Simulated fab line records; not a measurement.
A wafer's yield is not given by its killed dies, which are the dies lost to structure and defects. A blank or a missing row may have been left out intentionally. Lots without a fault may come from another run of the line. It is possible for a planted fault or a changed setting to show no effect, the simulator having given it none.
fab line records -- flow n5_finfet -- part 1 of 2: steps 1 to 3 of 6
record: lots: 17, wafers: 51, last_day: 17
route steps=1938 shown BEOL_M15@1829 MIM_TOP@1838 MIM_BOT_LITHO@1863 MIM_BOT_ETCH@1866 PASS1_CAP@1874
lots with no fault: from the same line, run without faults
start_h: hours from the record's opening day to when the first of the lot's shown wafers began -- wait_h: time in hours since the lot's previous step -- " the same as in the row above -- L1.1+2: a row that stands for several wafers -- - no value, or no start was given -- * or withheld: withheld -- < > ~ a bound
route shown NAME@n: NAME is a module with steps in the file, n the number in the route of the first one -- usual: average and standard deviation across the fault-free wafers -- same: alike in all rows -- chamber/n: place in a boat -- sites: each site's reading -- _std_site: the values' standard deviation -- _edge_site: outer sites' mean less inner sites' -- radius_mm: how far each site lies from the wafer's centre -- mask NAME#n: copy n -- behind: tool/chamber where the wafer was last shaped -- hold: what put the lot on hold/how long, in hours/how the hold closed -- device: transistor that didn't switch, given as n, p or np -- end of line: tests of these same wafers at the route's end -- a step given without rows: its recipe and nothing more -- killed: not the wafer's yield, but the dies lost to structure and defects at the first sort -- map: shows each die of a wafer: x if killed, . if not, _ if none is there
set.NAME: the run value of the setting; set.NAME@STEP: its run value at that earlier step -- model.NAME: the simulator's own value behind a step, which no gauge read
the route's steps for a sample of lots (tables are steps, rows are wafers)
services: the hour from which a tool's chamber was out of use, counted from the record's first day as start_h (under 0 if before that day), plus the number of hours and why
== steps ==
step: N5_BEOL_M15_INSPECT_55
recipe: inspect_instrument: darkfield, mode: post_dep
usual: raw_defect_count: 70/24
lot.wafer,tool,chamber,start_h,wait_h,raw_defect_count
L074.3,defect_inspect-02,-,248.61,0.0,31
L074.4,defect_inspect-02,-,248.61,0.0,40
L074.6,defect_inspect-02,-,248.61,0.0,45
L075.3,defect_inspect-02,-,253.76,0.0,45
L075.4,defect_inspect-02,-,253.76,0.0,21
L075.5,defect_inspect-02,-,253.76,0.0,27
L076.2,defect_inspect-01,-,267.83,0.0,134
L076.5,defect_inspect-01,-,267.83,0.0,96
L076.6,defect_inspect-01,-,267.83,0.0,97
L077.1,defect_inspect-01,-,269.16,0.0,59
L077.4,defect_inspect-01,-,269.16,0.0,79
L077.5,defect_inspect-01,-,269.16,0.0,55
L079.2,defect_inspect-02,-,281.60,0.0,68
L079.3,defect_inspect-02,-,281.60,0.0,77
L079.6,defect_inspect-02,-,281.60,0.0,113
L080.2,defect_inspect-02,-,285.24,0.0,70
L080.3,defect_inspect-02,-,285.24,0.0,49
L080.4,defect_inspect-02,-,285.24,0.0,42
L081.1,defect_inspect-01,-,285.26,0.0,68
L081.3,defect_inspect-01,-,285.26,0.0,89
L081.4,defect_inspect-01,-,285.26,0.0,101
L083.1,defect_inspect-02,-,292.01,0.0,76
L083.5,defect_inspect-02,-,292.01,0.0,92
L083.6,defect_inspect-02,-,292.01,0.0,87
L084.1,defect_inspect-02,-,298.16,0.0,94
L084.5,defect_inspect-02,-,298.16,0.0,56
L084.6,defect_inspect-02,-,298.16,0.0,63
L086.2,defect_inspect-02,-,333.71,0.0,38
L086.3,defect_inspect-02,-,333.71,0.0,52
L086.6,defect_inspect-02,-,333.71,0.0,75
L087.2,defect_inspect-01,-,334.52,0.0,43
L087.4,defect_inspect-01,-,334.52,0.0,59
L087.5,defect_inspect-01,-,334.52,0.0,41
L089.2,defect_inspect-02,-,350.15,0.0,80
L089.5,defect_inspect-02,-,350.15,0.0,42
L089.6,defect_inspect-02,-,350.15,0.0,50
L091.2,defect_inspect-01,-,360.99,0.0,82
L091.5,defect_inspect-01,-,360.99,0.0,66
L091.6,defect_inspect-01,-,360.99,0.0,39
L093.1,defect_inspect-02,-,377.52,0.0,72
L093.3,defect_inspect-02,-,377.52,0.0,75
L093.6,defect_inspect-02,-,377.52,0.0,77
L092.1,defect_inspect-01,-,380.28,0.0,92
L092.2,defect_inspect-01,-,380.28,0.0,65
L092.4,defect_inspect-01,-,380.28,0.0,44
L094.2,defect_inspect-01,-,382.04,0.0,81
L094.4,defect_inspect-01,-,382.04,0.0,58
L094.5,defect_inspect-01,-,382.04,0.0,42
L095.4,defect_inspect-02,-,401.16,0.0,72
L095.5,defect_inspect-02,-,401.16,0.0,71
L095.6,defect_inspect-02,-,401.16,0.0,86
step: N5_BEOL_M15_RC_MEAS_101
usual: COMB_M10: 1.5e-11/3.4e-12, COMB_M10_max_site: 2.2e-11/5.7e-12, COMB_M11: 1.4e-11/3.4e-12, COMB_M12: 5.7e-12/1.2e-12, COMB_M13: 4.2e-12/1.1e-12, COMB_M14: 3.1e-12/9.4e-13, COMB_M15: 2e-12/8e-13, COMB_M5: 3.7e-11/7.2e-12, COMB_M5_max_site: 5.2e-11/1.1e-11, COMB_M6: 2.4e-11/5.5e-12, COMB_M7: 2.4e-11/5.7e-12, COMB_M8: 2.5e-11/5.5e-12, COMB_M9: 1.39e-11/3e-12, SERP_M10: 3.04/0.057, SERP_M11: 3.10/0.078, SERP_M12: 0.635/0.014, SERP_M13: 0.310/0.006, SERP_M14: 0.1595/0.0023, SERP_M5: 39.3/1.7, SERP_M6: 13.7/0.45, SERP_M7: 13.8/0.48, SERP_M8: 13.7/0.4, SERP_M9: 3.10/0.068, SERP_M9_max_site: 3.18/0.073
lot.wafer,tool,chamber,start_h,wait_h,COMB_M10[S/m],COMB_M10_max_site[S/m],COMB_M11[S/m],COMB_M12[S/m],COMB_M13[S/m],COMB_M14[S/m],COMB_M15[S/m],COMB_M5[S/m],COMB_M5_max_site[S/m],COMB_M6[S/m],COMB_M7[S/m],COMB_M8[S/m],COMB_M9[S/m],SERP_M10[ohm/um],SERP_M11[ohm/um],SERP_M12[ohm/um],SERP_M13[ohm/um],SERP_M14[ohm/um],SERP_M5[ohm/um],SERP_M6[ohm/um],SERP_M7[ohm/um],SERP_M8[ohm/um],SERP_M9[ohm/um],SERP_M9_max_site[ohm/um]
L074.3,prober-01,0,248.95,0.3,1.7e-11,2.9e-11,1.5e-11,5.8e-12,2.5e-12,2.4e-12,2.3e-12,3.7e-11,5.7e-11,2.5e-11,3.4e-11,2.3e-11,9.8e-12,3.05,3.03,0.635,0.312,0.1603,43.0,13.0,14.2,13.5,3.23,3.34
L074.4,prober-01,0,248.95,0.3,2.2e-11,3.3e-11,1.1e-11,4.1e-12,3.1e-12,2.2e-12,2.4e-12,4e-11,4.6e-11,3.4e-11,2.4e-11,2.4e-11,1.42e-11,3.04,2.94,0.628,0.316,0.1602,41.6,13.3,14.0,14.0,3.20,3.28
L074.6,prober-01,0,248.95,0.3,1.5e-11,2.8e-11,1.6e-11,5.4e-12,2.7e-12,2.5e-12,3.2e-12,3.4e-11,6.8e-11,2.7e-11,2.3e-11,2.3e-11,1.53e-11,3.08,2.99,0.631,0.302,0.1605,41.2,13.8,13.3,13.9,3.21,3.27
L075.3,prober-01,0,254.10,0.3,2e-11,2.2e-11,1.2e-11,4e-12,7e-12,1.8e-12,1.6e-12,2.1e-11,3.6e-11,2.3e-11,2.7e-11,2e-11,1.25e-11,2.94,3.00,0.646,0.310,0.1596,40.8,13.5,12.8,14.0,3.08,3.15
L075.4,prober-01,0,254.10,0.3,1.9e-11,3.3e-11,2.3e-11,5e-12,4.6e-12,2.6e-12,1.2e-12,2.4e-11,4.9e-11,3.5e-11,2.3e-11,2.6e-11,1.56e-11,2.95,3.01,0.652,0.306,0.1575,41.8,13.8,14.2,13.6,3.06,3.10
L075.5,prober-01,0,254.10,0.3,2e-11,2.9e-11,1.2e-11,4.6e-12,4.3e-12,2.2e-12,2.1e-12,3.4e-11,5.4e-11,3.8e-11,3.1e-11,1.6e-11,1.18e-11,3.05,3.03,0.643,0.304,0.1567,41.6,14.3,13.2,13.8,3.17,3.25
L076.2,prober-02,0,268.01,0.2,1.9e-11,2.2e-11,1e-11,6.4e-12,4.8e-12,3.4e-12,2e-12,3.3e-11,4.3e-11,2.2e-11,2.6e-11,3.5e-11,1.23e-11,3.08,3.25,0.652,0.312,0.1579,39.9,13.8,14.2,13.8,3.17,3.25
L076.5,prober-02,0,268.01,0.2,1.6e-11,1.9e-11,1.5e-11,6e-12,4.9e-12,3.8e-12,2.8e-12,3.3e-11,5.5e-11,3.3e-11,2.7e-11,2.4e-11,1.17e-11,3.11,3.03,0.640,0.311,0.1614,39.6,13.7,13.9,14.0,3.14,3.16
L076.6,prober-02,0,268.01,0.2,2e-11,3e-11,1.5e-11,7.9e-12,5.1e-12,2.1e-12,1.9e-12,3.3e-11,6.1e-11,2.4e-11,3e-11,2.9e-11,1.27e-11,3.08,3.14,0.667,0.314,0.1588,41.3,13.7,14.2,13.9,3.05,3.08
L077.1,prober-02,0,269.18,0.0,1e-11,1.9e-11,1.6e-11,5.9e-12,5e-12,2.8e-12,1.5e-12,2.4e-11,3.5e-11,2.7e-11,2.2e-11,3.4e-11,1.43e-11,3.09,3.01,0.635,0.312,0.1586,38.9,14.4,13.5,12.8,3.23,3.29
L077.4,prober-02,0,269.18,0.0,1.4e-11,2e-11,1.6e-11,5.5e-12,5.3e-12,3.1e-12,2.5e-12,2.9e-11,5.2e-11,2.6e-11,2e-11,3.7e-11,1.16e-11,3.05,3.07,0.623,0.321,0.1593,38.8,13.4,12.6,12.2,3.06,3.15
L077.5,prober-02,0,269.18,0.0,1.4e-11,1.9e-11,1.3e-11,4.7e-12,4.4e-12,4.4e-12,2.4e-12,2.9e-11,4.7e-11,2e-11,2.7e-11,2.5e-11,1.17e-11,3.03,3.24,0.611,0.311,0.1554,41.7,14.1,12.8,13.5,3.06,3.08
L079.2,prober-01,0,281.78,0.2,1.4e-11,2e-11,1.2e-11,4.1e-12,3.6e-12,3.3e-12,1.8e-12,3.2e-11,5.2e-11,3e-11,3e-11,2e-11,1.65e-11,2.93,3.15,0.643,0.319,0.1579,39.5,12.6,13.7,13.5,3.13,3.23
L079.3,prober-01,0,281.78,0.2,1.3e-11,1.9e-11,1.1e-11,7.5e-12,3.5e-12,2.8e-12,1.1e-12,2.6e-11,3.6e-11,3.4e-11,2.8e-11,2.6e-11,1.78e-11,2.96,3.13,0.646,0.318,0.1608,37.7,13.1,13.7,13.6,3.08,3.17
L079.6,prober-01,0,281.78,0.2,1.6e-11,2.4e-11,2e-11,6.4e-12,3.2e-12,2.4e-12,2.1e-12,4.7e-11,6e-11,3.2e-11,2.2e-11,3.4e-11,1.23e-11,2.99,3.15,0.648,0.309,0.1614,38.9,13.3,14.4,13.4,3.00,3.06
L081.1,prober-02,0,285.36,0.1,1.7e-11,2.6e-11,1.3e-11,6.9e-12,4.2e-12,4.7e-12,2e-12,3.8e-11,4.8e-11,1.6e-11,1.9e-11,2.8e-11,1.28e-11,3.00,3.14,0.631,0.314,0.1613,39.9,14.0,13.6,14.0,3.11,3.17
L081.3,prober-02,0,285.36,0.1,1.4e-11,1.8e-11,1.2e-11,8.7e-12,5e-12,5.4e-12,2.7e-12,3.7e-11,5.6e-11,2.7e-11,2.4e-11,2.5e-11,1.37e-11,3.15,3.25,0.628,0.315,0.1571,40.4,13.9,14.1,14.0,3.09,3.15
L081.4,prober-02,0,285.36,0.1,2.1e-11,2.8e-11,1.4e-11,5e-12,5e-12,4e-12,2.3e-12,4.3e-11,5e-11,2e-11,2.6e-11,2e-11,1.23e-11,3.04,3.20,0.646,0.324,0.1558,41.6,13.8,13.7,13.7,3.10,3.18
L080.2,prober-01,0,285.42,0.2,1.4e-11,2.3e-11,1.4e-11,6.3e-12,3e-12,2.3e-12,1.4e-12,3.7e-11,4.4e-11,1.9e-11,1.8e-11,3e-11,8.9e-12,3.06,3.07,0.636,0.316,0.1559,39.6,14.0,14.0,13.9,3.10,3.17
L080.3,prober-01,0,285.42,0.2,1.9e-11,2.3e-11,1.3e-11,6.2e-12,3e-12,2.1e-12,1.4e-12,2.9e-11,4.3e-11,1.9e-11,1.5e-11,3e-11,1.09e-11,3.02,3.10,0.643,0.323,0.1600,38.3,13.6,13.2,14.0,3.03,3.10
L080.4,prober-01,0,285.42,0.2,1.3e-11,2.4e-11,1.6e-11,7.3e-12,3.8e-12,2.7e-12,1.5e-12,3.7e-11,4.9e-11,2.1e-11,1.8e-11,2.1e-11,1.42e-11,3.04,3.02,0.649,0.321,0.1593,37.5,13.6,14.0,13.7,3.10,3.15
L083.1,prober-01,0,292.03,0.0,1.7e-11,2.7e-11,1.7e-11,7.2e-12,1.9e-12,1.9e-12,8e-13,3.3e-11,4.7e-11,2.3e-11,1.8e-11,2.2e-11,1.03e-11,3.11,3.07,0.636,0.308,0.1607,39.2,12.8,13.7,14.2,2.99,3.05
L083.5,prober-01,0,292.03,0.0,1.2e-11,1.7e-11,1.3e-11,6.4e-12,2e-12,2.2e-12,4e-13,3.2e-11,4.4e-11,2.1e-11,2.1e-11,2.3e-11,1.31e-11,3.08,3.12,0.632,0.303,0.1572,38.4,12.9,13.6,13.5,3.19,3.29
L083.6,prober-01,0,292.03,0.0,9e-12,1.7e-11,1.1e-11,5.2e-12,2.3e-12,1.7e-12,5e-13,3.6e-11,7e-11,1.9e-11,1.8e-11,3e-11,1.09e-11,2.96,3.09,0.644,0.315,0.1571,37.5,13.0,13.6,13.8,3.07,3.21
L084.1,prober-02,0,298.18,0.0,1.4e-11,1.8e-11,1.3e-11,7.4e-12,3.9e-12,3.7e-12,2.2e-12,3.1e-11,4.9e-11,2.4e-11,2.6e-11,2.8e-11,1.66e-11,2.98,3.19,0.643,0.304,0.1601,38.5,13.1,13.2,13.6,3.09,3.13
L084.5,prober-02,0,298.18,0.0,1.6e-11,2.2e-11,1.2e-11,8.2e-12,3.1e-12,4.5e-12,3.5e-12,4.5e-11,6.8e-11,2.3e-11,1.9e-11,2.6e-11,1.68e-11,3.04,3.12,0.622,0.305,0.1595,41.8,12.9,13.0,13.7,3.10,3.16
L084.6,prober-02,0,298.18,0.0,1.6e-11,2.3e-11,1.3e-11,6.7e-12,5.4e-12,4.4e-12,2e-12,3.1e-11,5.7e-11,3.4e-11,2.2e-11,2.7e-11,1.45e-11,2.96,3.09,0.621,0.307,0.1600,36.3,13.2,14.0,14.1,3.06,3.11
L086.2,prober-02,0,333.89,0.2,2.1e-11,4e-11,1.2e-11,6.3e-12,5.5e-12,4.7e-12,2.7e-12,4e-11,4.5e-11,3e-11,3.6e-11,3.2e-11,2.11e-11,3.08,3.00,0.654,0.315,0.1618,40.8,13.9,14.3,14.1,3.05,3.17
L086.3,prober-02,0,333.89,0.2,1.8e-11,2.1e-11,1.8e-11,6.1e-12,5.6e-12,4.3e-12,2.3e-12,4.2e-11,5.9e-11,1.8e-11,2.6e-11,3.5e-11,1.56e-11,3.00,3.06,0.637,0.318,0.1608,38.1,14.2,14.5,13.9,3.10,3.19
L086.6,prober-02,0,333.89,0.2,2.2e-11,2.7e-11,1.2e-11,6.8e-12,5e-12,3.5e-12,1.9e-12,2.9e-11,4.1e-11,2.1e-11,3.1e-11,2.6e-11,1.33e-11,3.02,3.11,0.647,0.301,0.1633,37.9,14.4,14.0,13.9,3.05,3.09
L087.2,prober-01,0,334.70,0.2,1e-11,1.7e-11,1.4e-11,4.9e-12,2.6e-12,2.6e-12,1.3e-12,2.8e-11,4.7e-11,2.4e-11,3.6e-11,1.6e-11,1.14e-11,3.03,3.15,0.623,0.304,0.1597,39.0,13.4,13.7,13.7,2.97,3.04
L087.4,prober-01,0,334.70,0.2,1e-11,1.5e-11,1e-11,4.3e-12,4.1e-12,3.6e-12,1e-12,3.3e-11,4.3e-11,1.7e-11,3.1e-11,1.7e-11,1.81e-11,3.02,3.06,0.625,0.300,0.1574,37.4,14.6,14.6,13.8,3.08,3.11
L087.5,prober-01,0,334.70,0.2,1.2e-11,1.5e-11,1.2e-11,5.9e-12,3.8e-12,3.4e-12,1e-12,3e-11,4.1e-11,1.6e-11,2.8e-11,1.5e-11,1.75e-11,3.05,3.21,0.614,0.312,0.1580,39.5,13.5,13.8,13.8,3.02,3.16
L089.2,prober-01,0,350.33,0.2,1.1e-11,1.4e-11,9e-12,4e-12,4.6e-12,2e-12,5e-13,5.6e-11,7.9e-11,2.3e-11,1.9e-11,2.3e-11,1.45e-11,3.13,3.04,0.640,0.302,0.1609,41.3,14.3,13.6,12.9,3.09,3.18
L089.5,prober-01,0,350.33,0.2,1.7e-11,2.4e-11,1.6e-11,4.1e-12,3.8e-12,3.8e-12,7e-13,3.7e-11,5.2e-11,2.4e-11,2.3e-11,2.8e-11,1.18e-11,3.08,3.22,0.658,0.302,0.1588,40.6,13.6,14.6,13.6,3.03,3.13
L089.6,prober-01,0,350.33,0.2,1.1e-11,1.2e-11,1.1e-11,5.5e-12,6.8e-12,1.7e-12,1.5e-12,3.3e-11,7.8e-11,2.6e-11,2e-11,2e-11,1.44e-11,3.06,3.05,0.613,0.309,0.1615,39.1,13.5,14.2,13.5,3.15,3.19
L091.2,prober-01,0,361.17,0.2,2e-11,3.6e-11,1.1e-11,7.2e-12,4.3e-12,2.8e-12,1.6e-12,3e-11,4.6e-11,2.4e-11,1.8e-11,2.2e-11,1.15e-11,3.04,3.07,0.635,0.296,0.1604,36.7,13.4,13.9,14.0,3.05,3.13
L091.5,prober-01,0,361.17,0.2,1.5e-11,1.9e-11,1.1e-11,7.5e-12,3.2e-12,2.2e-12,1.7e-12,3.7e-11,4.6e-11,1.6e-11,2.6e-11,2.2e-11,9.6e-12,3.07,3.06,0.649,0.305,0.1608,36.7,13.9,13.6,13.6,3.08,3.10
L091.6,prober-01,0,361.17,0.2,1.5e-11,2.9e-11,9e-12,5.4e-12,3.3e-12,2.1e-12,1.1e-12,3.3e-11,5.5e-11,2.2e-11,2.9e-11,2.2e-11,8.1e-12,2.98,3.06,0.649,0.300,0.1612,37.9,13.2,13.6,13.4,3.10,3.20
L093.1,prober-01,0,377.55,0.0,1.8e-11,2.1e-11,1.3e-11,5.6e-12,3.1e-12,2.1e-12,1.1e-12,3.7e-11,5.4e-11,2.4e-11,1.7e-11,2.7e-11,1.07e-11,2.98,3.18,0.645,0.303,0.1554,39.7,13.4,13.8,13.6,3.21,3.33
L093.3,prober-01,0,377.55,0.0,1.3e-11,2e-11,1.5e-11,3.4e-12,4.4e-12,2.2e-12,1.7e-12,3.6e-11,6.1e-11,1.8e-11,2.2e-11,2.1e-11,1.29e-11,3.03,3.07,0.647,0.295,0.1602,37.5,13.2,13.6,13.4,3.17,3.18
L093.6,prober-01,0,377.55,0.0,1.4e-11,1.8e-11,9e-12,3.7e-12,2.7e-12,1.6e-12,1e-12,3.4e-11,5.5e-11,1.3e-11,2.8e-11,2.5e-11,1.77e-11,3.03,3.14,0.634,0.310,0.1572,39.8,13.1,12.6,14.6,3.05,3.18
L092.1,prober-02,0,380.31,0.0,1.7e-11,2.2e-11,2.1e-11,5.6e-12,5.3e-12,3.7e-12,2.6e-12,3.5e-11,5.3e-11,3e-11,3.7e-11,3.1e-11,1.55e-11,3.16,3.14,0.592,0.305,0.1593,42.9,13.4,14.0,13.8,3.00,3.11
L092.2,prober-02,0,380.31,0.0,1e-11,1.9e-11,2.3e-11,5e-12,4.8e-12,3e-12,2.7e-12,3.6e-11,4.8e-11,2.5e-11,2.8e-11,2.3e-11,1.31e-11,3.07,3.10,0.603,0.307,0.1602,41.8,13.7,15.1,13.8,3.07,3.15
L092.4,prober-02,0,380.31,0.0,9e-12,1.4e-11,1.8e-11,6.3e-12,4.7e-12,4.5e-12,2.7e-12,4.3e-11,7e-11,3.2e-11,3.1e-11,2.7e-11,1.5e-11,3.13,3.20,0.616,0.301,0.1609,41.9,14.2,14.3,13.9,3.17,3.26
L094.2,prober-01,0,382.22,0.2,1e-11,1.5e-11,1.3e-11,3.7e-12,4e-12,2.4e-12,1.6e-12,4.1e-11,5.1e-11,2e-11,1.4e-11,1.5e-11,1.41e-11,3.14,3.15,0.639,0.311,0.1531,39.9,12.7,13.7,13.6,3.13,3.16
L094.4,prober-01,0,382.22,0.2,1.3e-11,2.2e-11,9e-12,5.3e-12,4.9e-12,3.1e-12,7e-13,3.9e-11,6.6e-11,2.5e-11,2.7e-11,1.6e-11,1.27e-11,3.20,3.09,0.639,0.299,0.1584,40.6,13.4,13.3,12.7,3.07,3.16
L094.5,prober-01,0,382.22,0.2,1e-11,1.1e-11,7e-12,7e-12,4e-12,2.5e-12,8e-13,2.8e-11,3.1e-11,3.4e-11,1.8e-11,2e-11,1.09e-11,3.11,3.06,0.650,0.307,0.1546,40.7,13.4,13.0,13.7,3.03,3.15
L095.4,prober-02,0,401.65,0.5,1.7e-11,2.4e-11,1.4e-11,8.5e-12,6e-12,4.5e-12,2.4e-12,4.2e-11,6.5e-11,2e-11,2.4e-11,2.8e-11,1.29e-11,3.01,3.22,0.632,0.320,0.1599,40.1,13.7,13.5,13.6,3.20,3.29
L095.5,prober-02,0,401.65,0.5,1.7e-11,2.7e-11,1.2e-11,5.1e-12,6.1e-12,4e-12,2.3e-12,6.1e-11,7.9e-11,4.1e-11,3.2e-11,2.6e-11,9.7e-12,3.01,3.14,0.628,0.308,0.1643,40.3,13.7,14.2,14.0,3.21,3.28
L095.6,prober-02,0,401.65,0.5,1.8e-11,2.6e-11,1.5e-11,5.1e-12,6.2e-12,4.9e-12,3.2e-12,4.9e-11,6.5e-11,2.4e-11,2.8e-11,2.2e-11,1.7e-11,3.14,3.05,0.625,0.311,0.1629,39.9,13.3,13.5,13.9,3.14,3.20
step: N5_MIM_TOP_SPUTTER_03
recipe: material: TiN, target_thk_a: 350, temp_c: 200, power_w: 3000, chamber_pressure_pa: 0.49996, gas: Ar, reactive_partial_pa: 0.37997, time_s: 89.7
usual: throttle_valve_pct: 29.9/0.6
lot.wafer,tool,chamber,start_h,wait_h,throttle_valve_pct
L074.3,pvd_sputter-02,-,252.65,0.0,29.2
L074.4,pvd_sputter-02,-,252.65,0.0,29.3
L074.6,pvd_sputter-02,-,252.65,0.0,30.5
L075.3,pvd_sputter-03,-,257.48,0.0,28.8
L075.4,pvd_sputter-03,-,257.48,0.0,29.2
L075.5,pvd_sputter-03,-,257.48,0.0,29.6
L076.2,pvd_sputter-03,-,272.33,0.0,30.5
L076.5,pvd_sputter-03,-,272.33,0.0,30.1
L076.6,pvd_sputter-03,-,272.33,0.0,29.5
L077.1,pvd_sputter-03,-,272.67,0.0,29.7
L077.4,pvd_sputter-03,-,272.67,0.0,29.1
L077.5,pvd_sputter-03,-,272.67,0.0,29.7
L079.2,pvd_sputter-03,-,284.61,0.0,29.5
L079.3,pvd_sputter-03,-,284.61,0.0,29.2
L079.6,pvd_sputter-03,-,284.61,0.0,28.9
L080.2,pvd_sputter-02,-,288.28,0.0,30.6
L080.3,pvd_sputter-02,-,288.28,0.0,29.1
L080.4,pvd_sputter-02,-,288.28,0.0,30.4
L081.1,pvd_sputter-03,-,290.01,0.0,29.4
L081.3,pvd_sputter-03,-,290.01,0.0,29.0
L081.4,pvd_sputter-03,-,290.01,0.0,29.8
L083.1,pvd_sputter-02,-,295.77,0.0,30.4
L083.5,pvd_sputter-02,-,295.77,0.0,29.0
L083.6,pvd_sputter-02,-,295.77,0.0,30.4
L084.1,pvd_sputter-01,-,301.19,0.0,30.2
L084.5,pvd_sputter-01,-,301.19,0.0,30.4
L084.6,pvd_sputter-01,-,301.19,0.0,30.1
L086.2,pvd_sputter-03,-,336.79,0.0,29.1
L086.3,pvd_sputter-03,-,336.79,0.0,29.4
L086.6,pvd_sputter-03,-,336.79,0.0,29.0
L087.2,pvd_sputter-03,-,337.41,0.0,29.3
L087.4,pvd_sputter-03,-,337.41,0.0,29.1
L087.5,pvd_sputter-03,-,337.41,0.0,29.7
L089.2,pvd_sputter-01,-,353.71,0.0,30.1
L089.5,pvd_sputter-01,-,353.71,0.0,31.2
L089.6,pvd_sputter-01,-,353.71,0.0,30.2
L091.2,pvd_sputter-02,-,365.03,0.0,30.2
L091.5,pvd_sputter-02,-,365.03,0.0,29.3
L091.6,pvd_sputter-02,-,365.03,0.0,30.4
L093.1,pvd_sputter-02,-,381.02,0.0,29.3
L093.3,pvd_sputter-02,-,381.02,0.0,30.5
L093.6,pvd_sputter-02,-,381.02,0.0,29.5
L092.1,pvd_sputter-03,-,383.28,0.0,29.8
L092.2,pvd_sputter-03,-,383.28,0.0,29.5
L092.4,pvd_sputter-03,-,383.28,0.0,28.9
L094.2,pvd_sputter-03,-,385.75,0.0,29.3
L094.4,pvd_sputter-03,-,385.75,0.0,29.6
L094.5,pvd_sputter-03,-,385.75,0.0,29.0
L095.4,pvd_sputter-01,-,406.17,0.0,30.5
L095.5,pvd_sputter-01,-,406.17,0.0,30.9
L095.6,pvd_sputter-01,-,406.17,0.0,30.2
